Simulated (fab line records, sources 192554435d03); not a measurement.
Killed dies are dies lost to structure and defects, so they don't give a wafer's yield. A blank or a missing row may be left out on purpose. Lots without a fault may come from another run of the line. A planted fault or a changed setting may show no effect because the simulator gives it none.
fab line records | flow n5_finfet
record lots=8 wafers=24 last_day=20
route steps=1938 shown BEOL_M0_SAQP@662 BEOL_M4@1111 PASSIVATION@1936
lots that met no fault: from a run of the same line without faults
start_h: hours from the record's first day to the start of the lot's first wafer shown | wait_h: hours since the lot's step before | " the same as in the row above | L1.1+2: a row that stands for several wafers | - no value, or no start given | * or withheld: withheld | < > ~ a bound
route shown NAME@n: a module of which the file shows steps, and the number in the route of the first | usual: mean/standard deviation of fault-free wafers | same: alike in all rows | chamber/n: place in a boat | sites: the reading at each site | _std_site: their standard deviation | _edge_site: outer sites' mean less inner sites' | radius_mm: how far each site lies from the wafer's centre | mask NAME#n: copy n | behind: the tool/chamber that last shaped the wafer | hold: why the lot was held/for how many hours/how that ended | device: the transistor (n, p or np) that didn't switch | end of line: the same wafers' tests at the end of the route | a step without rows: its recipe alone | killed: dies lost to structure and defects at the first sort, not the wafer's yield | map: a wafer's dies, x killed, . not, _ none there
set.NAME: the setting as run; set.NAME@STEP: as run at that earlier step | model.NAME: the simulator's own value behind a step, which no gauge read
steps of the route over a sample of lots; a table a step, a row a wafer
services: from which hour (start_h, from the record's first day; less than 0 if before it) a tool's chamber was out of use, for how many hours, and why
## steps
# step N5_BEOL_M0_SAQP_RECESS_114
# recipe chemistry=HF/NH3 target=SiO2 target_depth_a=144 afs_cycles=3 temp_c=30 sublimation_temp_c=180 sublimation_time_s=60
# usual drypump_motor_current_A=5.3/0.35 sublimation_temp_c=180.00/0.15
# columns lot.wafer tool chamber start_h wait_h drypump_motor_current_A sublimation_temp_c
L979.2 vapor_etch-02 1 117.64 0.0 5.4 179.92
L979.4 " 0 " " 5.8 180.14
L979.5 " 0 " " 5.7 179.86
L990.2 vapor_etch-01 0 183.11 0.0 4.8 179.85
L990.3 " 0 " " 4.7 179.92
L990.5 " 0 " " 4.8 179.82
L993.2 vapor_etch-01 1 203.48 0.0 5.4 179.84
L993.3 " 1 " " 5.4 179.96
L993.5 " 1 " " 5.4 179.86
L994.4 vapor_etch-02 1 206.39 0.3 5.4 179.96
L994.5 " 1 " " 5.4 180.05
L994.6 " 0 " " 5.7 180.12
L995.2 vapor_etch-01 1 213.95 0.0 5.4 180.27
L995.4 " 1 " " 5.4 180.12
L995.6 " 0 " " 4.8 180.05
L997.1 vapor_etch-01 1 224.47 0.0 5.3 179.72
L997.2 " 0 " " 4.8 180.21
L997.6 " 1 " " 5.4 179.71
L100.1 vapor_etch-02 0 238.09 0.0 5.7 180.01
L100.2 " 1 " " 5.4 180.07
L100.4 " 1 " " 5.4 179.87
L101.1 vapor_etch-02 1 250.59 0.0 5.4 179.87
L101.2 " 0 " " 5.7 179.96
L101.4 " 0 " " 5.7 179.89
# step N5_BEOL_M0_SAQP_CD_MEAS_25
# recipe target_cd_nm=13.1 landing_energy_ev=1000 detector=se_inlens
# usual cd_nm=12.81/0.22
# columns lot.wafer tool chamber start_h wait_h cd_nm
L979.2 cd_sem-01 0 118.70 0.1 12.78
L979.4 " 0 " " 12.96
L979.5 " 0 " " 12.58
L990.2 cd_sem-01 0 185.65 0.1 12.59
L990.3 " 0 " " 12.37
L990.5 " 0 " " 12.61
L993.2 cd_sem-01 0 204.64 0.1 12.75
L993.3 " 0 " " 12.76
L993.5 " 0 " " 12.72
L994.4 cd_sem-03 0 207.33 0.1 13.06
L994.5 " 0 " " 12.80
L994.6 " 0 " " 12.69
L995.2 cd_sem-01 0 215.79 0.1 12.50
L995.4 " 0 " " 13.06
L995.6 " 0 " " 12.44
L997.1 cd_sem-02 0 225.52 0.1 12.65
L997.2 " 0 " " 13.02
L997.6 " 0 " " 13.10
L100.1 cd_sem-01 0 239.15 0.1 12.77
L100.2 " 0 " " 12.63
L100.4 " 0 " " 12.89
L101.1 cd_sem-02 0 251.65 0.1 12.78
L101.2 " 0 " " 13.33
L101.4 " 0 " " 13.13
# step N5_BEOL_M0_SAQP_MANDREL_ETCH_103
# recipe chemistry=HBr/Cl2 target=a-Si target_depth_a=450 bt_time_s=10 stop_on=SiCN mask_material=SiO2 over_etch_frac=0.8 time_s=27 pressure_mtorr=10 icp_w=800 bias_w=75 HBr_flow_sccm=150 Cl2_flow_sccm=80 ends=end_point
# usual HBr_flow_sccm=149.9/0.47 bias_w=75.01/0.23 drypump_motor_current_A=6.0/0.42 oes_product_au=0.685/0.014 throttle_valve_pct=35.5/0.41
# columns lot.wafer tool chamber start_h wait_h HBr_flow_sccm bias_w drypump_motor_current_A oes_product_au rf_hours_counter_h throttle_valve_pct
L979.2 rie_si-03 1 118.88 0.0 149.6 74.89 6.4 0.712 27 34.9
L979.4 " 2 " " 150.4 74.98 6.5 0.663 7 35.5
L979.5 " 2 " " 150.4 75.11 6.5 0.664 - 35.6
L990.2 rie_si-03 0 185.83 0.0 150.4 74.98 5.3 0.687 60 35.8
L990.3 " 3 " " 149.9 75.04 6.0 0.689 85 36.4
L990.5 " 2 " " 149.3 75.06 6.6 0.672 - 35.5
L993.2 rie_si-04 0 204.82 0.0 - - - - - -
L993.3 " 3 " " - - - - - -
L993.5 " 1 " " - - - - - -
L994.4 rie_si-03 2 207.50 0.0 - - - - - -
L994.5 " 3 " " - - - - - -
L994.6 " 0 " " - - - - - -
L995.2 rie_si-04 1 216.10 0.0 - - - - - -
L995.4 " 3 " " - - - - - -
L995.6 " 1 " " - - - - - -
L997.1 rie_si-06 0 225.70 0.0 150.1 75.02 5.6 0.680 91 35.1
L997.2 " 3 " " 150.3 74.75 6.3 0.684 1 35.4
L997.6 " 1 " " 149.7 75.04 6.1 0.683 - 35.1
L100.1 rie_si-06 0 239.32 0.0 150.0 75.41 5.6 0.680 91 35.1
L100.2 " 3 " " 149.7 74.78 6.3 0.686 1 35.4
L100.4 " 2 " " 149.7 75.23 5.3 0.670 2 35.3
L101.1 rie_si-06 2 252.18 0.0 150.5 75.18 5.3 0.672 3 35.3
L101.2 " 3 " " 149.3 75.31 6.3 0.685 1 35.4
L101.4 " 1 " " 150.2 74.69 6.1 0.686 36 35.1
# step N5_BEOL_M0_SAQP_ETCH_106
# recipe chemistry=N2/H2 target=SOC target_depth_a=1500 stop_on=SiNx ion_energy_ev=100 bias_w=61 pressure_mtorr=30 source_w=850 n2_flow_sccm=200 h2_flow_sccm=200
# usual bias_w=61.03/0.21 chamber_pressure_mTorr=30.001/0.028 drypump_motor_current_A=5.6/0.47 h2_flow_sccm=200.1/0.54 n2_flow_sccm=200.0/0.6 oes_product_au=0.75/0.074 rf_vpp_V=240.9/1.5 showerhead_plenum_p_Torr=2.54/0.1 throttle_valve_pct=17.66/0.15
# columns lot.wafer tool chamber start_h wait_h bias_w chamber_pressure_mTorr drypump_motor_current_A h2_flow_sccm n2_flow_sccm oes_product_au rf_hours_counter_h rf_vpp_V showerhead_plenum_p_Torr throttle_valve_pct
L979.2 rie_diel-02 1 119.41 - 60.94 30.024 6.4 200.0 199.6 0.78 110 239.3 2.44 17.77
L979.4 " 3 " " 60.76 29.980 6.0 200.8 201.1 0.73 169 239.0 2.41 17.57
L979.5 " 2 " " 60.94 29.983 5.6 199.6 199.6 0.74 - 241.8 2.64 17.66
L990.2 rie_diel-02 0 186.35 - 61.04 29.986 5.0 199.6 199.7 0.69 236 241.5 2.61 17.63
L990.3 " 3 " " 60.88 29.965 6.0 200.2 199.4 0.72 190 237.8 2.40 17.61
L990.5 " 0 " " 61.02 29.995 5.0 200.6 200.9 0.68 - 242.9 2.61 17.64
L993.2 rie_diel-05 2 205.35 - 61.22 30.020 5.6 200.6 199.3 0.25 254 238.5 2.38 17.76
L993.3 " 3 " " 60.79 30.028 5.0 200.1 200.4 0.26 227 242.5 2.59 17.57
L993.5 " 3 " " 61.23 29.978 5.0 200.3 200.3 0.26 - 242.3 2.59 17.58
L994.4 rie_diel-05 1 208.06 - 60.75 30.010 5.4 200.7 200.0 0.32 - 241.9 2.69 17.36
L994.5 " 3 " " 61.19 30.041 5.0 199.8 198.9 0.26 - 240.9 2.59 17.59
L994.6 " 2 " " 60.91 29.987 5.6 199.1 200.8 0.25 - 239.2 2.38 17.77
L995.2 rie_diel-03 2 216.63 - 61.03 30.053 5.6 201.0 200.2 0.26 247 241.7 2.61 17.76
L995.4 " 3 " " 61.13 29.993 5.2 199.7 199.6 0.31 67 242.1 2.58 17.63
L995.6 " 3 " " 61.27 29.943 5.2 199.5 199.6 0.30 - 241.1 2.58 17.61
L997.1 rie_diel-03 0 226.23 - 61.09 29.961 5.1 200.6 200.2 0.70 212 240.9 2.61 17.72
L997.2 " 3 " " 60.66 30.017 5.2 199.9 200.7 0.80 70 241.1 2.58 17.68
L997.6 " 3 " " 60.93 30.082 5.2 200.4 200.8 0.81 - 240.7 2.58 17.66
L100.1 rie_diel-03 0 239.93 - 60.84 30.015 5.1 199.7 201.0 0.70 218 242.5 2.61 17.74
L100.2 " 3 " " 61.25 29.980 5.2 200.2 200.0 0.80 75 240.6 2.58 17.70
L100.4 " 3 " " 61.58 29.997 5.2 200.2 200.0 0.79 - 242.5 2.58 17.70
L101.1 rie_diel-02 2 252.96 - 61.11 30.055 5.6 200.9 200.2 0.70 213 242.9 2.62 17.77
L101.2 " 1 " " 61.00 29.984 6.4 199.3 200.3 0.74 150 239.6 2.43 17.82
L101.4 " 1 " " 60.97 30.029 6.4 199.9 200.1 0.74 - 240.2 2.43 17.82
# step N5_BEOL_M0_SAQP_ETCH_107
# recipe chemistry=CH3F/O2 target=SiNx target_depth_a=300 mask_material=SOC pressure_mtorr=30 source_w=395 bias_w=73 Ar_flow_sccm=150 CH3F_flow_sccm=30 O2_flow_sccm=20 ion_energy_ev=120
# usual CH3F_flow_sccm=30.00/0.084 O2_flow_sccm=20.00/0.06 drypump_motor_current_A=5.6/0.47 oes_product_au=0.75/0.078 rf_vpp_V=301/3.5 showerhead_plenum_p_Torr=2.01/0.074 throttle_valve_pct=16.30/0.18
# columns lot.wafer tool chamber start_h wait_h CH3F_flow_sccm O2_flow_sccm drypump_motor_current_A oes_product_au rf_hours_counter_h rf_vpp_V showerhead_plenum_p_Torr throttle_valve_pct
L979.2 rie_diel-02 1 119.47 0.0 30.25 19.89 6.4 0.78 110 300 1.94 16.46
L979.4 " 3 " " 30.04 20.03 6.0 0.74 169 296 1.92 16.41
L979.5 " 2 " " 30.02 19.93 5.6 0.75 - 301 2.06 16.07
L990.2 rie_diel-02 0 186.41 0.0 29.99 20.08 5.0 0.69 236 302 2.05 16.16
L990.3 " 3 " " 30.01 20.02 6.0 0.72 190 298 1.91 16.45
L990.5 " 0 " " 30.00 20.01 5.0 0.69 - 303 2.05 16.17
L993.2 rie_diel-05 2 205.41 0.0 29.95 20.05 5.6 0.66 254 306 1.89 16.48
L993.3 " 3 " " 29.89 19.96 5.0 0.69 227 305 2.06 16.43
L993.5 " 3 " " 29.97 20.06 4.9 0.69 - 305 2.06 16.44
L994.4 rie_diel-05 1 208.11 0.0 30.10 19.99 5.4 0.85 - 305 2.13 16.16
L994.5 " 3 " " 30.10 19.94 5.0 0.68 - 306 2.06 16.43
L994.6 " 2 " " 29.89 19.93 5.6 0.66 - 304 1.89 16.48
L995.2 rie_diel-03 2 216.69 0.0 29.89 19.96 5.6 0.66 247 301 2.04 16.31
L995.4 " 3 " " 30.13 19.95 5.1 0.83 67 307 2.04 16.22
L995.6 " 3 " " 30.10 19.96 5.1 0.83 - 307 2.04 16.20
L997.1 rie_diel-03 0 226.29 0.0 30.02 20.07 5.1 0.71 213 305 2.05 16.39
L997.2 " 3 " " 29.94 19.98 5.2 0.82 70 305 2.04 16.21
L997.6 " 3 " " 29.83 19.99 5.2 0.82 - 307 2.04 16.23
L100.1 rie_diel-03 0 239.99 0.0 30.06 20.00 5.1 0.71 218 304 2.05 16.40
L100.2 " 3 " " 30.07 20.05 5.2 0.81 75 305 2.04 16.24
L100.4 " 3 " " 30.00 20.05 5.2 0.82 - 306 2.04 16.23
L101.1 rie_diel-02 2 253.02 0.0 30.07 20.01 5.6 0.71 213 301 2.04 16.19
L101.2 " 1 " " 29.93 20.02 6.4 0.75 150 299 1.93 16.56
L101.4 " 1 " " 29.84 20.04 6.4 0.75 - 300 1.93 16.56
# step N5_BEOL_M0_SAQP_SPACER2_ETCHBACK_27
# recipe chemistry=CHF3/O2 mode=anisotropic_etchback target=SiO2 target_depth_a=225 time_s=11.25 pressure_mtorr=30 source_w=650 bias_w=170 Ar_flow_sccm=200 CHF3_flow_sccm=50 O2_flow_sccm=5 ion_energy_ev=200
# usual drypump_motor_current_A=5.5/0.44 oes_product_au=0.75/0.088 rf_vpp_V=532/6.7 showerhead_plenum_p_Torr=2.43/0.079 throttle_valve_pct=18.82/0.14
# columns lot.wafer tool chamber start_h wait_h drypump_motor_current_A oes_product_au rf_hours_counter_h rf_vpp_V showerhead_plenum_p_Torr throttle_valve_pct
L979.2 rie_diel-02 2 120.41 0.3 5.6 0.74 164 530 2.48 18.61
L979.4 " 1 " " 6.4 0.79 110 528 2.34 19.01
L979.5 " 2 " " 5.6 0.74 - 530 2.48 18.61
L990.2 rie_diel-05 1 187.44 0.3 5.4 0.88 51 537 2.56 18.70
L990.3 " 2 " " 5.6 0.66 246 535 2.28 18.96
L990.5 " 2 " " 5.6 0.66 - 535 2.28 18.97
L993.2 rie_diel-02 1 206.87 0.3 6.5 0.29 133 528 2.33 18.92
L993.3 " 2 " " 5.6 0.28 192 531 2.47 18.53
L993.5 " 2 " " 5.6 0.28 - 528 2.47 18.52
L994.4 rie_diel-02 2 208.88 0.3 5.6 0.28 193 529 2.47 18.53
L994.5 " 0 " " 5.0 0.26 - 531 2.47 18.56
L994.6 " 1 " " 6.4 0.29 - 529 2.33 18.91
L995.2 rie_diel-05 1 217.48 0.3 5.4 0.32 64 538 2.55 18.60
L995.4 " 0 " " 5.6 0.36 - 518 2.36 18.61
L995.6 " 1 " " 5.4 0.31 - 536 2.55 18.58
L997.1 rie_diel-03 0 227.26 0.3 5.1 0.72 213 539 2.47 18.88
L997.2 " 3 " " 5.1 0.82 71 539 2.46 18.78
L997.6 " 0 " " 5.1 0.72 - 537 2.47 18.88
L100.1 rie_diel-05 0 240.85 0.3 5.6 0.94 13 516 2.36 18.74
L100.2 " 3 " " 5.0 0.68 241 540 2.47 18.93
L100.4 " 2 " " 5.5 1.02 0 532 2.57 18.63
L101.1 rie_diel-02 1 253.98 0.5 6.4 0.75 150 527 2.32 19.08
L101.2 " 2 " " 5.6 0.70 214 530 2.46 18.69
L101.4 " 1 " " 6.5 0.74 - 527 2.32 19.07
# step N5_BEOL_M4_RC_MEAS_101
# usual DIBL_N=36.0/1.9 DIBL_P=35.6/2.2 IOFF_N=0.15/0.031 IOFF_P=0.19/0.032 ION_N=668/11 ION_P=455/7.2 SS_N=71.5/0.65 SS_P=73.4/0.64 VT_N=251/3.6 VT_P=-253/3.3
# columns lot.wafer tool chamber start_h wait_h DIBL_N[mV/V] DIBL_P[mV/V] IOFF_N[nA/um] IOFF_P[nA/um] ION_N[uA/um] ION_P[uA/um] SS_N[mV/dec] SS_P[mV/dec] VT_N[mV] VT_P[mV]
L979.2 prober-02 0 193.89 0.2 35.0 34.2 0.11 0.14 661 445 72.1 72.7 258 -259
L979.4 " 0 " " 35.1 34.4 0.12 0.14 658 444 71.0 72.9 254 -256
L979.5 " 0 " " 36.2 36.1 0.13 0.16 669 453 71.8 73.5 252 -258
L990.2 prober-01 0 295.37 0.2 38.7 37.3 0.17 0.22 674 461 71.9 74.7 250 -250
L990.3 " 0 " " 37.5 35.6 0.15 0.19 672 454 72.2 73.6 251 -251
L990.5 " 0 " " 37.1 35.4 0.15 0.18 659 446 71.0 73.3 256 -255
L997.1 prober-01 0 331.90 0.0 37.3 36.5 0.17 0.20 679 457 71.4 73.6 247 -251
L997.2 " 0 " " 36.7 35.3 0.15 0.18 665 451 72.2 72.7 250 -253
L997.6 " 0 " " 38.7 39.4 0.21 0.25 686 462 72.4 73.9 243 -251
L100.1 prober-02 0 333.71 0.0 33.1 33.5 0.11 0.13 662 444 70.6 72.9 259 -262
L100.2 " 0 " " 34.7 35.8 0.13 0.16 666 443 71.6 73.6 255 -262
L100.4 " 0 " " 34.6 37.0 0.14 0.17 665 449 71.9 74.3 252 -259
L101.1 prober-01 0 361.52 0.0 34.9 33.6 0.13 0.17 671 460 71.2 73.1 250 -252
L101.2 " 0 " " 34.3 33.6 0.12 0.18 653 451 70.9 73.2 254 -253
L101.4 " 0 " " 37.0 36.7 0.16 0.24 684 469 71.4 74.6 248 -246
# step N5_PASSIVATION_PROBE_49
# usual defect_limited_yield=91.3/1.4 killed_at_M0_to_M3=34/10 killed_at_M4_up=14/5.5 killed_at_contacts=12/6 killed_at_front_end=40/10 killed_at_other=3.0/2.4 killed_dies=103/17 killed_on_rim=13/4.3 killed_open=68/13 killed_short=34/7.8 sort_bin_5_function=5.1/0.97 sort_bin_6_memory=3.3/0.66 sort_bin_8_speed=0.02/0.12 sort_n_pass=1077/17 sort_yield_pct=91.2/1.4
# same gross_dies=1180 killed_at_back_side=0 sort_bin_4_leakage[%]=0
# columns lot.wafer tool chamber start_h wait_h defect_limited_yield[%] killed_at_M0_to_M3 killed_at_M4_up killed_at_contacts killed_at_front_end killed_at_other killed_dies killed_on_rim killed_open killed_short sort_bin_5_function[%] sort_bin_6_memory[%] sort_bin_8_speed[%] sort_n_pass sort_yield_pct[%]
L993.2 prober-01 - 416.65 0.1 0 1125 11 10 31 3 1180 152 66 38 96.3 3.5 0 0 0
L993.3 prober-01 - 416.70 0.1 0 1127 13 12 25 3 1180 152 63 25 96.9 3.0 0 0 0
L993.5 prober-01 - 416.80 0.2 0 1103 19 7 47 4 1180 152 67 38 96.0 3.8 0 0 0
L994.4 prober-01 - 423.44 0.2 0 1110 19 12 38 1 1180 152 75 44 95.8 3.7 0 0 0
L994.5 prober-01 - 423.49 0.2 0 1093 11 13 57 6 1180 152 89 40 95.0 4.6 0 0 0
L994.6 prober-01 - 423.54 0.3 0 1119 6 9 41 5 1180 152 59 41 96.0 3.4 0 0 0
L995.2 prober-02 - 434.72 0.1 0 1116 16 12 31 5 1180 152 59 33 96.1 3.5 0 0 0
L995.4 prober-02 - 434.82 0.2 0 1123 7 23 24 3 1180 152 47 27 97.2 2.3 0 0 0
L995.6 prober-02 - 434.92 0.3 0 1133 9 10 26 2 1180 152 54 27 97.7 2.1 0 0 0
# killed by level:class
L993.2 BEOL_M0_SAQP:area_etch=1076 BEOL_M0_SAQP:geometric_particle:open=11 FIN_SAQP:geometric_particle:open=8 MOL_CONTACT_COAG:geometric_particle:open=8 BEOL_M3:geometric_particle:open=7 STI_FIN_REVEAL:geometric_particle:open=6 BEOL_M0_SAQP:geometric_particle:short=6 BEOL_M2:geometric_particle:open=6
L993.3 BEOL_M0_SAQP:area_etch=1092 MOL_CONTACT_COAG:geometric_particle:open=10 BEOL_M0_SAQP:geometric_particle:open=9 GATE_CUT:geometric_particle:short=6 BEOL_M1:geometric_particle:open=6 BEOL_M0_SAQP:geometric_particle:short=5 BEOL_M2:geometric_particle:open=5 BEOL_M3:geometric_particle:open=5
L993.5 BEOL_M0_SAQP:area_etch=1075 FIN_SAQP:geometric_particle:open=7 STI_FIN_REVEAL:geometric_particle:open=7 BEOL_M0_SAQP:geometric_particle:short=7 FIN_SAQP:geometric_particle:short=6 BEOL_M1:geometric_particle:short=6 ILD0:geometric_particle:open=5 MOL_CONTACT_COAG:geometric_particle:open=5
L994.4 BEOL_M0_SAQP:area_etch=1061 BEOL_M0_SAQP:geometric_particle:open=13 BEOL_M2:geometric_particle:open=13 BEOL_M0_SAQP:geometric_particle:short=12 FIN_SAQP:geometric_particle:short=9 FIN_SAQP:geometric_particle:open=8 MOL_CONTACT_COAG:geometric_particle:open=8 BEOL_M4:geometric_particle:open=8
L994.5 BEOL_M0_SAQP:area_etch=1050 STI_FIN_REVEAL:geometric_particle:open=16 BEOL_M2:geometric_particle:open=12 MOL_CONTACT_COAG:geometric_particle:open=11 GATE_CUT:geometric_particle:short=10 BEOL_M0_SAQP:geometric_particle:open=8 FIN_SAQP:geometric_particle:open=7 FIN_SAQP:geometric_particle:short=6
L994.6 BEOL_M0_SAQP:area_etch=1079 BEOL_M0_SAQP:geometric_particle:short=12 GATE_CUT:geometric_particle:short=10 MOL_CONTACT_COAG:geometric_particle:open=8 BEOL_M0_SAQP:geometric_particle:open=8 STI_FIN_REVEAL:geometric_particle:open=7 BEOL_M2:geometric_particle:open=7 BEOL_M3:geometric_particle:open=5
L995.2 BEOL_M0_SAQP:area_etch=1085 MOL_CONTACT_COAG:geometric_particle:open=11 BEOL_M0_SAQP:geometric_particle:open=7 BEOL_M3:geometric_particle:open=7 FIN_SAQP:geometric_particle:short=6 FIN_SAQP:geometric_particle:open=6 BEOL_M5:geometric_particle:open=5 BEOL_M0_SAQP:geometric_particle:short=5
L995.4 BEOL_M0_SAQP:area_etch=1105 MOL_CONTACT_COAG:geometric_particle:open=20 FIN_SAQP:geometric_particle:short=6 BEOL_M0_SAQP:geometric_particle:open=5 STARTING-WAFER:geometric_particle:short=5 FIN_SAQP:geometric_particle:open=4 BEOL_M0_SAQP:geometric_particle:short=4 BEOL_M3:geometric_particle:open=4
L995.6 BEOL_M0_SAQP:area_etch=1097 FIN_SAQP:geometric_particle:short=9 BEOL_M3:geometric_particle:open=9 MOL_CONTACT_COAG:geometric_particle:open=8 BEOL_M0_SAQP:geometric_particle:open=7 BEOL_M0:geometric_particle:open=7 BEOL_M2:geometric_particle:open=4 FIN_SAQP:geometric_particle:open=3
## services
# columns tool chamber start_h hours kind
rie_diel-03 - 107.77 2.8 pm
rie_diel-02 1 125.47 2.9 repair
rie_si-03 1 129.82 11.1 repair
rie_si-03 - 131.25 1.3 repair
rie_si-04 - 134.08 0.9 repair
rie_diel-05 - 154.02 2.8 pm
rie_diel-02 1 154.53 9.8 repair
rie_diel-03 1 154.81 - clean
rie_diel-03 1 154.81 - consumable_replace:focus_ring
rie_diel-03 1 154.81 34.2 scheduled_down
rie_diel-03 1 154.81 34.2 vent_cycle
rie_si-03 3 155.78 5.0 repair
rie_si-06 - 170.33 2.8 pm
rie_diel-05 3 171.94 12.6 repair
rie_diel-05 0 184.97 - clean
rie_diel-05 0 184.97 - consumable_replace:focus_ring
rie_si-04 0 188.29 3.0 repair
rie_diel-03 0 202.03 2.2 repair
rie_diel-02 1 229.90 7.5 repair
rie_diel-02 0 237.40 - clean
rie_diel-02 0 237.40 - consumable_replace:focus_ring
rie_diel-02 0 237.40 18.5 scheduled_down
rie_diel-02 0 237.40 18.5 vent_cycle
rie_diel-03 - 240.30 14.6 pm
## key
first_sign step=N5_BEOL_M0_SAQP_MANDREL_ETCH_103 reading=tool_record direction=missing
effect step=N5_BEOL_M0_SAQP_ETCH_106 reading=oes_product_au direction=down sigmas=6.4 usual=0.75 struck=0.27
effect step=N5_BEOL_M0_SAQP_SPACER2_ETCHBACK_27 reading=oes_product_au direction=down sigmas=5.2 usual=0.75 struck=0.30
effect step=N5_PASSIVATION_PROBE_49 reading=killed_at_M0_to_M3 direction=up sigmas=99+ usual=34 struck=1117
more_kills_born_at N5_BEOL_M0_SAQP_MANDREL_ETCH_103@rie_si-04=6530 N5_BEOL_M0_SAQP_MANDREL_ETCH_103@rie_si-03=3190
met_at N5_BEOL_M0_SAQP_MANDREL_ETCH_103
struck_lots L993,L994,L995
later_rows_left_out L993.2,L993.3,L993.5,L994.4,L994.5,L994.6,L995.2,L995.4,L995.6
not_acting_at N5_BEOL_M0_SAQP_RECESS_114,N5_BEOL_M0_SAQP_CD_MEAS_25,N5_BEOL_M0_SAQP_ETCH_107
onset_between 185.83 204.82
fault kind=skipped_step_whole tool=rie_si-03,rie_si-04 chamber=- onset_h=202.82 steps=N5_BEOL_M0_SAQP_MANDREL_ETCH_103 scope=struck_lots_only
# later_rows_left_out: the simulator's readings of these wafers behind a module that went badly wrong aren't trusted and aren't shown, but for the sort
